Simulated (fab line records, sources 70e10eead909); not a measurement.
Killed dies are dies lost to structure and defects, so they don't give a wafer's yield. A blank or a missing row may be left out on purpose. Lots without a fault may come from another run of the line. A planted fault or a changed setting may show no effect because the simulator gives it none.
fab line records | flow nand_harc
record lots=5 wafers=15 last_day=24
route steps=1159 shown P_M2@330 END@1159
lots that met no fault: from a run of the same line without faults
start_h: hours from the record's first day to the start of the lot's first wafer shown | wait_h: hours since the lot's step before | " the same as in the row above | L1.1+2: a row that stands for several wafers | - no value, or no start given | * or withheld: withheld | < > ~ a bound
route shown NAME@n: a module of which the file shows steps, and the number in the route of the first | usual: mean/standard deviation of fault-free wafers | same: alike in all rows | chamber/n: place in a boat | sites: the reading at each site | _std_site: their standard deviation | _edge_site: outer sites' mean less inner sites' | radius_mm: how far each site lies from the wafer's centre | mask NAME#n: copy n | behind: the tool/chamber that last shaped the wafer | hold: why the lot was held/for how many hours/how that ended | device: the transistor (n, p or np) that didn't switch | end of line: the same wafers' tests at the end of the route | a step without rows: its recipe alone | killed: dies lost to structure and defects at the first sort, not the wafer's yield | map: a wafer's dies, x killed, . not, _ none there
set.NAME: the setting as run; set.NAME@STEP: as run at that earlier step | model.NAME: the simulator's own value behind a step, which no gauge read
lots at some steps of the route; a table a step, a row a wafer
services: from which hour (start_h, from the record's first day; less than 0 if before it) a tool's chamber was out of use, for how many hours, and why
## steps
# step NHARC_P_M2_INSPECT_11
# usual raw_defect_count=4.3/2.7
# columns lot.wafer tool chamber start_h wait_h raw_defect_count
L792.4 defect_inspect-02 - 133.06 0.0 1
L792.5 " - " " 3
L792.6 " - " " 1
L794.2 defect_inspect-02 - 136.54 0.0 0
L794.4 " - " " 4
L794.5 " - " " 3
L802.2 defect_inspect-02 - 199.85 0.0 9
L802.5 " - " " 5
L802.6 " - " " 11
L808.1 defect_inspect-01 - 226.83 0.0 6
L808.5 " - " " 10
L808.6 " - " " 4
L809.1 defect_inspect-01 - 232.86 0.0 2
L809.3 " - " " 3
L809.4 " - " " 2
# step NHARC_P_M2_DESCUM_14
# recipe time_s=3 o2_flow_sccm=200 ar_flow_sccm=0 bias_power_w=0 chemistry=O2
# step NHARC_P_M2_ETCH_35
# recipe target_depth_a=400 overetch_a=120 time_s=43.94 ion_energy_ev=200 n2_flow_sccm=150 h2_flow_sccm=150 ar_flow_sccm=0 rf_w=400 bias_w=150 chemistry=N2/H2
# usual drypump_motor_current_A=5.6/0.46 oes_product_au=0.999/0.01 rf_vpp_V=429.2/2.9 showerhead_plenum_p_Torr=2.00/0.098 throttle_valve_pct=14.171/0.0092
# columns lot.wafer tool chamber start_h wait_h drypump_motor_current_A oes_product_au rf_hours_counter_h rf_vpp_V showerhead_plenum_p_Torr throttle_valve_pct
L792.4 rie_diel-06 3 133.21 0.1 5.7 1.006 2 431.8 2.11 14.169
L792.6 " 2 " " 6.0 1.003 - 427.4 1.90 14.193
L792.5 " 3 " " 5.8 0.982 - 430.8 2.11 14.172
L794.2 rie_diel-03 2 136.86 0.2 5.7 1.015 16 433.5 2.18 14.165
L794.4 " 1 " " 6.4 0.998 11 426.1 1.91 14.165
L794.5 " 3 " " 5.3 1.006 - 424.8 1.89 14.172
L802.2 rie_diel-06 2 200.01 0.1 6.0 0.999 5 427.2 1.90 14.170
L802.6 " 3 " " 5.8 0.997 - 431.9 2.11 14.181
L802.5 " 0 " " 5.5 1.001 - 432.0 2.04 14.167
L808.1 rie_diel-03 3 227.02 0.1 5.3 1.018 0 424.1 1.88 14.172
L808.5 " 2 " " 5.7 1.005 - 434.6 2.18 14.173
L808.6 " 3 " " 5.3 1.021 - 426.0 1.88 14.172
L809.1 rie_diel-03 0 233.07 0.1 5.6 0.989 1 429.5 2.05 14.172
L809.3 " 1 " " 6.4 0.999 1 425.9 1.91 14.173
L809.4 " 3 " " 5.3 1.021 1 424.4 1.88 14.194
# step NHARC_P_M2_ETCH_15
# recipe target_depth_a=1825 time_s=91.2 c4f8_flow_sccm=withheld ar_flow_sccm=400 rf_w=600 bias_w=300 chemistry=C4F8/Ar
# step NHARC_P_M2_CD_MEAS_16
# usual cd_nm=169.8/0.71
# columns lot.wafer tool chamber start_h wait_h cd_nm
L792.4 cd_sem-03 - 133.44 - 170.8
L792.5 " - " " 170.0
L792.6 " - " " 170.3
L794.2 cd_sem-01 - 137.08 - 169.0
L794.4 " - " " 170.3
L794.5 " - " " 169.1
L802.2 cd_sem-03 - 200.22 - 169.6
L802.5 " - " " 169.6
L802.6 " - " " 169.2
L808.1 cd_sem-02 - 227.23 - 169.5
L808.5 " - " " 170.2
L808.6 " - " " 169.5
L809.1 cd_sem-02 - 233.30 - 170.2
L809.3 " - " " 169.6
L809.4 " - " " 170.4
# step NHARC_P_M2_STRIP_18
# recipe power_w=1000 n2_flow_sccm=150 h2_flow_sccm=150 ar_flow_sccm=0 bias_w=0 chemistry=N2/H2
# usual drypump_motor_current_A=5.5/0.48 oes_product_au=0.997/0.0089 rf_vpp_V=90.4/0.97 showerhead_plenum_p_Torr=1.98/0.093 throttle_valve_pct=14.172/0.0092
# columns lot.wafer tool chamber start_h wait_h drypump_motor_current_A oes_product_au rf_hours_counter_h rf_vpp_V showerhead_plenum_p_Torr throttle_valve_pct
L792.4 rie_diel-03 1 133.55 0.1 6.3 0.986 10 89.6 1.91 14.162
L792.6 " 3 " " 5.3 1.012 - 90.7 1.89 14.177
L792.5 " 0 " " 5.5 0.998 - 91.5 2.06 14.169
L794.4 rie_diel-06 3 137.20 0.1 5.8 0.995 2 91.1 2.11 14.174
L794.2 " 1 " " 4.8 0.999 2 90.1 1.91 14.173
L794.5 " 3 " " 5.8 0.997 - 90.4 2.11 14.182
L802.2 rie_diel-06 1 200.29 0.1 4.8 0.985 5 90.7 1.90 14.194
L802.5 " 1 " " 4.8 0.986 - 89.6 1.90 14.180
L802.6 " 2 " " 6.0 0.991 - 90.6 1.90 14.157
L808.1 rie_diel-06 0 227.38 0.1 5.5 1.003 6 90.0 2.04 14.181
L808.5 " 1 " " 4.8 0.994 - 91.2 1.90 14.164
L808.6 " 2 " " 6.0 0.988 - 91.4 1.90 14.181
L809.3 rie_diel-06 0 233.37 0.1 5.5 1.009 6 91.2 2.04 14.194
L809.1 " 1 " " 4.8 0.994 6 90.2 1.90 14.168
L809.4 " 2 " " 6.0 0.980 6 90.3 1.90 14.157
# step NHARC_P_M2_ETCH_28
# recipe target_depth_a=300 over_etch_frac=0.3 time_s=72.99 ion_energy_ev=150 cf4_flow_sccm=50 n2_flow_sccm=100 ar_flow_sccm=150 rf_w=300 bias_w=100 chemistry=CF4/N2
# usual drypump_motor_current_A=5.5/0.47 oes_product_au=0.997/0.0088 rf_vpp_V=313.1/2.1 showerhead_plenum_p_Torr=2.57/0.11 throttle_valve_pct=19.794/0.01
# same over_etch_frac=0.3
# columns lot.wafer tool chamber start_h wait_h drypump_motor_current_A oes_product_au rf_hours_counter_h rf_vpp_V showerhead_plenum_p_Torr throttle_valve_pct
L792.4 rie_diel-03 3 - - 5.2 1.005 17 310.8 2.45 19.803
L792.5 " 3 " " 5.3 1.009 - 310.4 2.45 19.784
L792.6 " 0 " " 5.5 1.008 - 313.5 2.65 19.805
L794.4 rie_diel-06 0 - - 5.4 0.996 2 313.7 2.63 19.791
L794.2 " 1 " " 4.8 0.997 2 310.3 2.47 19.799
L794.5 " 3 " " 5.8 0.996 - 316.2 2.71 19.791
L802.2 rie_diel-06 2 - - 6.1 0.986 5 312.5 2.46 19.802
L802.6 " 1 " " 4.8 0.995 - 311.1 2.46 19.800
L802.5 " 2 " " 6.1 0.995 - 311.6 2.46 19.779
L808.1 rie_diel-06 0 - - 5.5 1.005 6 313.4 2.63 19.802
L808.6 " 3 " " 5.8 1.004 - 315.2 2.71 19.795
L808.5 " 0 " " 5.5 1.013 - 311.4 2.63 19.798
L809.4 rie_diel-06 3 - - 5.8 1.004 6 316.3 2.71 19.807
L809.3 " 0 " " 5.4 0.996 6 314.2 2.63 19.794
L809.1 " 2 " " 6.0 0.990 6 312.3 2.46 19.780
# step NHARC_P_M2_STRIP_19
# recipe time_s=600 temp_c=30 chemistry=post_etch_residue_remover
# step NHARC_P_M2_DEGAS_29
# recipe temp_c=250 time_s=60
# step NHARC_P_M2_PRE_CLEAN_30
# recipe time_s=30 temp_c=280 gas=H2/He
# usual heater_power_w=401/32
# columns lot.wafer tool chamber start_h wait_h heater_power_w
L792.4 pvd_sputter-03 - - - 403
L792.5 " - " " 418
L792.6 " - " " 418
L794.4 pvd_sputter-03 - - - 392
L794.2 " - " " 407
L794.5 " - " " 451
L802.2 pvd_sputter-03 - - - 388
L802.6 " - " " 384
L802.5 " - " " 420
L808.1 pvd_sputter-02 - - - 349
L808.5 " - " " 389
L808.6 " - " " 345
L809.4 pvd_sputter-03 - - - 441
L809.3 " - " " 414
L809.1 " - " " 410
# step NHARC_P_M2_PVD_20
# recipe target_thk_a=50 bias_v=168.6 power_w=15000 chamber_pressure_pa=0.12 time_s=8.06 substrate_temp_c=50 material=TaN
# usual throttle_valve_pct=30.1/1
# columns lot.wafer tool chamber start_h wait_h throttle_valve_pct
L792.4 pvd_sputter-03 - - - 31.0
L792.5 " - " " 31.3
L792.6 " - " " 29.0
L794.4 pvd_sputter-03 - - - 31.2
L794.2 " - " " 29.4
L794.5 " - " " 28.9
L802.2 pvd_sputter-03 - - - 31.3
L802.5 " - " " 29.2
L802.6 " - " " 29.5
L808.1 pvd_sputter-02 - - - 28.8
L808.5 " - " " 29.7
L808.6 " - " " 30.4
L809.4 pvd_sputter-03 - - - 29.3
L809.3 " - " " 31.6
L809.1 " - " " 31.2
# step NHARC_P_M2_PVD_21
# recipe target_thk_a=300 chamber_pressure_pa=5 power_w=5000 substrate_temp_c=30 time_s=20.49 material=Cu
# step NHARC_P_M2_ECD_22
# recipe target_thk_a=4000 bath_temp_c=25 material=Cu
# usual bath_temp_c=25.00/0.11
# columns lot.wafer tool chamber start_h wait_h bath_temp_c
L792.4 ecd_cu-02 0 134.66 - 24.91
L792.6 " 0 " " 25.01
L792.5 " 1 " " 25.05
L794.2 ecd_cu-01 1 138.25 - 24.96
L794.4 " 1 " " 25.14
L794.5 " 0 " " 25.07
L802.2 ecd_cu-02 0 201.32 - 24.94
L802.6 " 0 " " 24.96
L802.5 " 1 " " 25.16
L808.1 ecd_cu-01 0 228.36 - 25.08
L808.5 " 1 " " 24.81
L808.6 " 0 " " 25.16
L809.1 ecd_cu-01 1 234.44 - 24.97
L809.3 " 0 " " 24.99
L809.4 " 1 " " 24.97
# step NHARC_P_M2_ANNEAL_31
# recipe temp_c=225 time_s=90
# step NHARC_P_M2_CMP_23
# recipe t_overpolish_s=20 target_thk_nm=144.3
# usual motor_current_A=12.3/1.2 time_to_endpoint_s=28.8/2.3
# columns lot.wafer tool chamber start_h wait_h motor_current_A time_to_endpoint_s
L792.4 cmp-04 0 135.37 - 12.8 29.2
L792.6 " 1 " " 10.7 30.6
L792.5 " 2 " " 12.7 26.9
L794.4 cmp-03 3 138.97 - 11.7 30.1
L794.2 " 1 " " 12.5 27.2
L794.5 " 3 " " 11.3 29.4
L802.2 cmp-01 2 202.17 - 12.1 29.0
L802.6 " 3 " " 13.3 27.0
L802.5 " 0 " " 11.9 12.9
L808.1 cmp-03 3 229.06 - 11.7 30.6
L808.6 " 2 " " 12.4 26.4
L808.5 " 3 " " 11.9 28.0
L809.1 cmp-04 3 235.14 - 14.4 27.8
L809.4 " 0 " " 13.1 29.3
L809.3 " 1 " " 11.1 31.4
# step NHARC_P_M2_THK_MEAS_24
# recipe thk_meas_gauge=xrf
# usual thk_nm=144.1/1.6
# columns lot.wafer tool chamber start_h wait_h thk_nm
L792.4 film_metro-02 - 135.60 - 144.9
L792.5 " - " " 142.4
L792.6 " - " " 145.7
L794.2 film_metro-02 - 139.29 - 141.7
L794.4 " - " " 143.6
L794.5 " - " " 143.9
L802.2 film_metro-02 - 202.40 - 146.7
L802.5 " - " " 147.2
L802.6 " - " " 144.8
L808.1 film_metro-02 - 229.35 - 146.1
L808.5 " - " " 144.7
L808.6 " - " " 143.5
L809.1 film_metro-01 - 235.44 - 144.5
L809.3 " - " " 144.8
L809.4 " - " " 145.2
# step NHARC_END_SORT_01
# recipe temp_c=25
# usual defect_limited_yield=95.7/1.4 killed_at_array=25/9.2 killed_at_other=0.9/1.3 killed_at_periphery=3.3/2.3 killed_dies=29/9.6 killed_open=3.2/1.8 killed_short=2/1.4 sort_bin_2_pct=1.3/0.65 sort_bin_3_pct=0.25/0.21 sort_bin_4_pct=2.8/0.9 sort_n_pass=648/9.6 sort_rim_yield_pct=94/3 sort_yield_pct=95.7/1.4
# same gross_dies=677 sort_bin_5_pct[%]=0 sort_bin_6_pct[%]=0 sort_bin_7_pct[%]=0 sort_bin_8_pct[%]=0 sort_rim_n_gross=106.00
# columns lot.wafer tool chamber start_h wait_h defect_limited_yield[%] killed_at_array killed_at_other killed_at_periphery killed_dies killed_open killed_short sort_bin_2_pct[%] sort_bin_3_pct[%] sort_bin_4_pct[%] sort_n_pass sort_rim_yield_pct[%] sort_yield_pct[%]
L802.2 prober-02 0 513.06 2.8 92.3 45 0 7 52 0 2 1.3 0.30 6.1 625 90 92.3
L802.5 prober-02 0 515.47 3.7 91.9 51 0 4 55 2 3 3.0 0.59 4.6 622 88 91.9
L802.6 prober-02 0 516.28 4.0 93.8 33 0 9 42 3 3 1.5 0.74 4.0 635 87 93.8
L809.1 prober-02 0 567.25 2.5 92.8 44 2 3 49 2 2 2.5 0.15 4.6 628 92 92.8
L809.3 prober-02 0 568.82 3.1 94.4 35 2 1 38 3 1 1.6 0.59 3.4 639 92 94.4
L809.4 prober-02 0 569.61 3.4 93.9 35 2 4 41 6 1 1.6 0.44 4.0 636 93 93.9
# killed by level:class
L802.2 A_CHANNEL_HOLE_D1:chamber_film_flake=24 A_SLIT:chamber_film_flake=10 P_CONTACT:chamber_film_flake=7 A_STAIRCASE:chamber_film_flake=6 A_M0:chamber_film_flake=2 A_CHANNEL_HOLE_D1:geometric_particle:short=1 A_WL_FILL:geometric_particle:short=1 A_ZERO_WELL:chamber_film_flake=1
L802.5 A_CHANNEL_HOLE_D1:chamber_film_flake=18 A_SLIT:chamber_film_flake=13 A_STAIRCASE:chamber_film_flake=10 P_CONTACT:chamber_film_flake=3 A_CONTACT:chamber_film_flake=2 A_BONDPAD:chamber_film_flake=2 P_M0:geometric_particle:short=1 A_CHANNEL_FILL_D1:geometric_particle:open=1
L802.6 A_CHANNEL_HOLE_D1:chamber_film_flake=10 P_CONTACT:chamber_film_flake=8 A_SLIT:chamber_film_flake=7 A_STAIRCASE:chamber_film_flake=6 A_BLC:geometric_particle:open=2 A_M0:chamber_film_flake=2 A_CONTACT:chamber_film_flake=2 P_M1:geometric_particle:open=1
L809.1 A_CHANNEL_HOLE_D1:chamber_film_flake=21 A_SLIT:chamber_film_flake=14 A_CONTACT:chamber_film_flake=6 P_CONTACT:geometric_particle:short=1 A_CONTACT:geometric_particle:short=1 A_M1:geometric_particle:open=1 STARTING-WAFER:geometric_particle:open=1 P_ZERO_WELL:chamber_film_flake=1
L809.3 A_CHANNEL_HOLE_D1:chamber_film_flake=14 A_SLIT:chamber_film_flake=8 A_CONTACT:chamber_film_flake=7 A_CHANNEL_FILL_D1:chamber_film_flake=2 THIN_TSV:chamber_film_flake=2 A_SOURCE_PLATE:geometric_particle:open=1 A_STAIRCASE:geometric_particle:open=1 A_WL_FILL:geometric_particle:short=1
L809.4 A_CHANNEL_HOLE_D1:chamber_film_flake=20 A_SLIT:chamber_film_flake=7 P_M2:geometric_particle:open=2 A_CONTACT:chamber_film_flake=2 A_ONON_D1:geometric_particle:short=1 A_ONON_D1:geometric_particle:open=1 A_CONTACT:geometric_particle:open=1 A_M0:geometric_particle:open=1
## services
# columns tool chamber start_h hours kind
rie_diel-06 0 122.20 - clean
rie_diel-06 1 122.20 - clean
rie_diel-06 2 122.20 - clean
rie_diel-06 3 122.20 - clean
rie_diel-03 2 130.39 2.0 repair
cmp-03 - 135.50 1.4 repair
cmp-04 - 139.01 0.9 repair
rie_diel-06 0 146.70 - clean
rie_diel-06 1 146.70 - clean
rie_diel-06 2 146.70 - clean
rie_diel-06 3 146.70 - clean
pvd_sputter-03 - 152.33 5.0 repair
cmp-04 - 155.65 2.5 repair
cmp-03 - 156.00 4.0 pm
rie_diel-06 0 171.20 - clean
rie_diel-06 1 171.20 - clean
rie_diel-06 2 171.20 - clean
rie_diel-06 3 171.20 - clean
cmp-01 - 179.50 4.0 pm
ecd_cu-02 - 180.00 8.0 pm
cmp-04 - 203.00 4.0 pm
pvd_sputter-02 - 214.02 10.0 pm
rie_diel-03 - 215.30 9.0 pm
ecd_cu-01 - 225.49 0.9 repair
## key
first_sign step=NHARC_P_M2_CMP_23 reading=time_to_endpoint_s direction=down sigmas=7 usual=* struck=*
effect none on later readings
met_at NHARC_P_M2_ECD_22
struck_wafers L802.5
onset_between 134.66 201.32
fault kind=process_parameter_drift tool=ecd_cu-02 chamber=- onset_h=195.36 steps=NHARC_P_M2_ECD_22 channel=target_thk_a offset=* shape=step end_h=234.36 scope=struck_wafers_only acts_in=* stated=*
